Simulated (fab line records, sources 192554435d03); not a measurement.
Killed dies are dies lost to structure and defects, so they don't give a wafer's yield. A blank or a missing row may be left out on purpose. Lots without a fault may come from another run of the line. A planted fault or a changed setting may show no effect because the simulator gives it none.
Which tool did it? | flow n5_finfet | 11 lots, 33 wafers sampled, at 4 steps of a route of 1938

WHAT THE GAUGES READ, wafer by wafer
N5_BEOL_M8_THK_MEAS_01.
lot  | measured     | on            | M8_ILD_THK (nm)
L303 | day 11 14:40 | film_metro-02 | 151.4 155.1 154.6
L307 | day 13 11:50 | film_metro-01 | 156.6 155.5 157.0
L310 | day 13 19:13 | film_metro-01 | 156.7 154.4 157.0
L314 | day 15 07:00 | film_metro-01 | 153.7 157.2 158.0
L315 | day 15 11:42 | film_metro-02 | 156.5 153.1 157.5
L317 | day 15 12:03 | film_metro-01 | 154.8 159.7 157.3
L316 | day 15 12:35 | film_metro-01 | 155.9 158.5 157.2
L320 | day 17 06:17 | film_metro-02 | 154.0 153.3 156.7
L323 | day 17 06:41 | film_metro-01 | 157.3 158.4 159.0
L324 | day 17 10:17 | film_metro-02 | 154.1 156.9 157.0
L325 | day 17 10:49 | film_metro-02 | 155.9 155.7 156.2

N5_BEOL_M8_CD_MEAS_28: target cd 40 nm.
lot  | measured     | on        | cd_nm (nm)
L303 | day 11 19:25 | cd_sem-01 | 39.70 39.95 40.11
L307 | day 13 13:10 | cd_sem-02 | 40.10 40.06 39.67
L310 | day 13 23:16 | cd_sem-02 | 40.61 40.25 40.53
L314 | day 15 10:17 | cd_sem-02 | 40.23 40.39 40.36
L315 | day 15 15:34 | cd_sem-01 | 39.93 40.29 39.88
L317 | day 15 15:37 | cd_sem-01 | 40.20 40.18 40.10
L316 | day 15 15:49 | cd_sem-02 | 39.89 39.76 40.31
L320 | day 17 13:48 | cd_sem-02 | 40.17 39.80 39.87
L323 | day 17 13:28 | cd_sem-01 | 39.99 40.48 39.99
L324 | day 17 18:31 | cd_sem-03 | 39.86 39.83 40.04
L325 | day 17 18:12 | cd_sem-03 | 39.78 40.08 40.21

WHICH TOOL RAN EACH LOT (tool, then ch and the chambers of the sampled wafers, then the start)
lot  | N5_BEOL_M8_STRIP_67                | N5_BEOL_M8_COAT_22
L303 | rie_diel-04 ch 1,3, day 11 17:16   | litho_track-01 ch 0, day 11 19:09
L307 | rie_diel-01 ch 1,2,3, day 13 12:39 | litho_track-03 ch 0, day 13 12:54
L310 | rie_diel-04 ch 0,1,2, day 13 21:25 | litho_track-03 ch 0, day 13 22:40
L314 | rie_diel-04 ch 2,3, day 15 09:44   | litho_track-02 ch 0, day 15 10:01
L315 | rie_diel-04 ch 0,2,3, day 15 13:34 | litho_track-01 ch 0, day 15 15:11
L317 | rie_diel-03 ch 0,3, day 15 13:50   | litho_track-02 ch 0, day 15 15:11
L316 | rie_diel-04 ch 0,3, day 15 14:05   | litho_track-02 ch 0, day 15 15:23
L320 | rie_diel-03 ch 0,1,2, day 17 08:16 | litho_track-03 ch 0, day 17 13:25
L323 | rie_diel-04 ch 1,3, day 17 08:24   | litho_track-02 ch 0, day 17 13:04
L324 | rie_diel-04 ch 1,2, day 17 12:45   | litho_track-03 ch 0, day 17 18:15
L325 | rie_diel-03 ch 0,3, day 17 13:12   | litho_track-01 ch 0, day 17 17:56
- N5_BEOL_M8_STRIP_67: strips in CF4.
- N5_BEOL_M8_COAT_22: resist thk 30 nm.

WHAT THE TOOLS THEMSELVES READ (means of the sampled wafers that have a number; where no wafer has one, the mark that the record gives instead)
N5_BEOL_M8_STRIP_67.
lot  | tool        | cf4_flow_sccm (sccm) | chamber_pressure_mTorr (mTorr) | drypump_motor_current_A (A) | oes_product_au (a.u.) | rf_vpp_V (V) | showerhead_plenum_p_Torr (Torr) | throttle_valve_pct (%)
L303 | rie_diel-04 | 150.5                | 49.98                          | 5.5                         | 0.83                  | 272.5        | 1.87                            | 13.34
L307 | rie_diel-01 | 150.1                | 49.98                          | 5.7                         | 0.83                  | 270.6        | 1.81                            | 13.38
L310 | rie_diel-04 | 150.0                | 50.04                          | 5.6                         | 0.84                  | 270.6        | 1.82                            | 13.56
L314 | rie_diel-04 | 149.9                | 49.98                          | 5.6                         | 0.77                  | 270.4        | 1.78                            | 13.69
L315 | rie_diel-04 | 149.8                | 50.00                          | 5.8                         | 0.77                  | 271.2        | 1.81                            | 13.69
L317 | rie_diel-03 | 150.4                | 49.98                          | 5.6                         | 0.70                  | 270.7        | 1.75                            | 13.86
L316 | rie_diel-04 | 149.6                | 49.96                          | 6.0                         | 0.72                  | 271.6        | 1.83                            | 13.68
L320 | rie_diel-03 | 149.9                | 49.99                          | 5.6                         | 0.71                  | 270.7        | 1.78                            | 13.85
L323 | rie_diel-04 | 150.1                | 50.01                          | 5.5                         | 0.85                  | 273.2        | 1.86                            | 13.25
L324 | rie_diel-04 | 150.2                | 50.05                          | 5.3                         | 0.80                  | 270.6        | 1.79                            | 13.62
L325 | rie_diel-03 | 149.9                | 50.02                          | 5.2                         | 0.70                  | 270.1        | 1.72                            | 13.88

N5_BEOL_M8_COAT_22.
lot  | tool           | spin_speed_rpm (rpm)
L303 | litho_track-01 | 1500.0
L307 | litho_track-03 | 1562.4
L310 | litho_track-03 | 1563.4
L314 | litho_track-02 | 1498.1
L315 | litho_track-01 | 1499.4
L317 | litho_track-02 | 1499.6
L316 | litho_track-02 | 1499.6
L320 | litho_track-03 | 1499.2
L323 | litho_track-02 | 1499.4
L324 | litho_track-03 | 1500.3
L325 | litho_track-01 | 1499.4

THE ANSWER, worked out from the rows above alone
Rule: what is usual is taken from the lots themselves. Put in order of their means at a reading, lots are off if they are a third of the lots or fewer, leave a main group of 4 or more, and stand apart from it by a gap of 3 or more times the standard deviation of the main group's means; of several such gaps the widest counts. A main group whose means are all the same, to the digits that the tables above print for the reading, isn't used. A lot without any number at a reading at which 4 lots or more have one is off too. The other lots that the step has rows for count as sound. The gauges are gone through in route order, then the tools' own readings, and for those a lot's mean is taken as printed above. The first step at which some lot is off is used, and at that step the reading that is off furthest; a lot without a number counts as furthest.
Off: L307, L310, at N5_BEOL_M8_COAT_22 (spin_speed_rpm). The main group: mean 1499.4 rpm, standard deviation 0.57.
A tool fits if, at that step or a process step before it, it ran every lot that is off, and no sound lot after the first of them. None of those tried fits.

WHAT THE SIMULATOR HAD PUT IN
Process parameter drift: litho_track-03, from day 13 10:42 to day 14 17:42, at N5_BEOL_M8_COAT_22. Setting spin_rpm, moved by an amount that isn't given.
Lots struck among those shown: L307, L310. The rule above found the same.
